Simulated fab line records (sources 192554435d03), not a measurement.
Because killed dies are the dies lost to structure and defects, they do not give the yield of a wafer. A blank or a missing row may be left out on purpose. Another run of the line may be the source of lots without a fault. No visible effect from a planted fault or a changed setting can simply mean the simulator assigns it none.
Matching of chambers -- flow n5_finfet -- N5_BEOL_M9_CURE_71 on uv_cure-01: 3 sister chambers
The step cures SiCOH lowk, time 240 s. 3 wafers are shown with their chamber, then 8 later ones without.

## WAFERS WITH THEIR CHAMBER
wafer,chamber,wafer_temp_C_max
L087.6,2,386.2
L092.4,1,386.9
L095.1,0,385.9

## WAFERS WHOSE CHAMBER IS MISSING
wafer,wafer_temp_C_max
L095.2,385.7
L095.4,385.9
L097.2,386.7
L097.4,385.8
L097.5,386.1
L096.4,387.4
L096.5,387.1
L096.6,386.4

## CHAMBER TAKEN BY EACH
wafer,from the rows above,in truth
L095.2,can't be placed: 0 or 2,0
L095.4,can't be placed: 0 or 2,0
L097.2,can't be placed: 1 or 2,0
L097.4,can't be placed: 0 or 2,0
L097.5,can't be placed: 2 or 0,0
L096.4,1,1
L096.5,1,1
L096.6,can't be placed: 2 or 0 or 1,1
Placed correctly: 2 of 8. These rows do not allow placing 6 (true chamber among the candidates in 5). Wrongly placed: 0.
How it was worked out, from the rows above alone: a wafer's distance from a chamber is the root of the sum, over the readings, of the square of ((its reading less the chamber's mean) divided by the reading's scatter). If the next closest chamber is less than 2 further off than the closest, the wafer can't be placed; otherwise it belongs to the closest. A chamber's mean is the mean of its shown wafers. The scatter: with one shown wafer a chamber, the root of the mean of the squares of how far each hidden wafer lies from its nearest shown one.
